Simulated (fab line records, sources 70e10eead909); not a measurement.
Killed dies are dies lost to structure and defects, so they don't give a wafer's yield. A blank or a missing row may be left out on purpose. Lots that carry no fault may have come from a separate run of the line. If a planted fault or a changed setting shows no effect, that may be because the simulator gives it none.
Chamber matching    flow nand-harc    NHARC_P_CONTACT_DEP_30 on pecvd-03 has 3 sister chambers
The step deposits SiNx, target thk 30 nm. 6 wafers are shown with their chamber, then 7 later ones without.

EACH WAFER AND ITS CHAMBER
wafer   chamber  heater-power-w (W)
L075.5  2        556
L079.2  2        456
L084.3  0        799
L084.6  1        693
L088.1  0        807
L088.2  1        723

WAFERS WITHOUT THEIR CHAMBER
wafer   heater-power-w (W)
L088.4  731
L091.1  777
L091.4  793
L091.6  784
L095.2  885
L095.4  882
L095.5  524

CHAMBER TAKEN BY EACH
wafer   from the rows above      in truth
L088.4  can't be placed: 1 or 0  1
L091.1  can't be placed: 0 or 1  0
L091.4  can't be placed: 0 or 1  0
L091.6  can't be placed: 0 or 1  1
L095.2  0                        0
L095.4  0                        0
L095.5  2                        2
Placed correctly: 3 of 7. Cannot be placed on the basis of these rows: 4; the candidates contain the true chamber in 4. 0 placed wrongly.
How it was worked out, from the rows above alone: a wafer's distance from a chamber is the root of the sum, over the readings, of the square of ((its reading less the chamber's mean) divided by the reading's scatter). If the next closest chamber is less than 2 further off than the closest, the wafer can't be placed; otherwise it belongs to the closest. Each chamber's mean is taken over the wafers shown for it. The scatter: the root of (the sum of the squares of (reading less its chamber's mean) over the shown wafers, divided by (wafers less chambers)).
